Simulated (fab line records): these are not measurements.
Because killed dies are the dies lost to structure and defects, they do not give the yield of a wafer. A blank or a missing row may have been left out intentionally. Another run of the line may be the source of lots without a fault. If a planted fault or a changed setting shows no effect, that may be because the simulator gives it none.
Matching of chambers / flow n5_finfet / 4 sister chambers for N5_BEOL_M0_SAQP_DESCUM_19 on rie_diel-05
The step chemistry O2, time 7.9 s. 4 wafers are shown with their chamber, then 10 later ones without.

## EACH WAFER AND ITS CHAMBER
wafer=L081.5; chamber=0; showerhead_plenum_p_Torr (Torr)=2.24
wafer=L087.3; chamber=3; showerhead_plenum_p_Torr (Torr)=2.08
wafer=L088.2; chamber=2; showerhead_plenum_p_Torr (Torr)=2.08
wafer=L088.4; chamber=1; showerhead_plenum_p_Torr (Torr)=2.11

## WAFERS MISSING THEIR CHAMBER
wafer=L088.5; showerhead_plenum_p_Torr (Torr)=2.08
wafer=L090.3; showerhead_plenum_p_Torr (Torr)=2.07
wafer=L090.4; showerhead_plenum_p_Torr (Torr)=2.23
wafer=L090.5; showerhead_plenum_p_Torr (Torr)=2.07
wafer=L091.1; showerhead_plenum_p_Torr (Torr)=2.23
wafer=L091.2; showerhead_plenum_p_Torr (Torr)=2.10
wafer=L091.3; showerhead_plenum_p_Torr (Torr)=2.07
wafer=L095.2; showerhead_plenum_p_Torr (Torr)=2.07
wafer=L095.3; showerhead_plenum_p_Torr (Torr)=2.23
wafer=L095.4; showerhead_plenum_p_Torr (Torr)=2.08

## EACH ONE'S CHAMBER
wafer=L088.5; from the rows above=can't be placed: 2 or 3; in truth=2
wafer=L090.3; from the rows above=can't be placed: 2 or 3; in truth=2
wafer=L090.4; from the rows above=0; in truth=0
wafer=L090.5; from the rows above=can't be placed: 2 or 3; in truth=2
wafer=L091.1; from the rows above=0; in truth=0
wafer=L091.2; from the rows above=can't be placed: 1 or 2 or 3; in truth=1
wafer=L091.3; from the rows above=can't be placed: 2 or 3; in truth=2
wafer=L095.2; from the rows above=can't be placed: 2 or 3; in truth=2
wafer=L095.3; from the rows above=0; in truth=0
wafer=L095.4; from the rows above=can't be placed: 2 or 3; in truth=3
Correct placement for 3 of the 10. These rows do not allow placing 7 (true chamber among the candidates in 7). 0 placed wrongly.
How it was worked out, from the rows above alone: a wafer's distance from a chamber is the root of the sum, over the readings, of the square of ((its reading less the chamber's mean) divided by the reading's scatter). The wafer belongs to the nearest chamber; if the next one is less than 2 further off, it can't be placed. For every chamber, the mean is computed from those of its wafers that are shown. The scatter (one wafer shown for each chamber): square how far every hidden wafer sits from the nearest shown wafer, average those squares and take the square root.
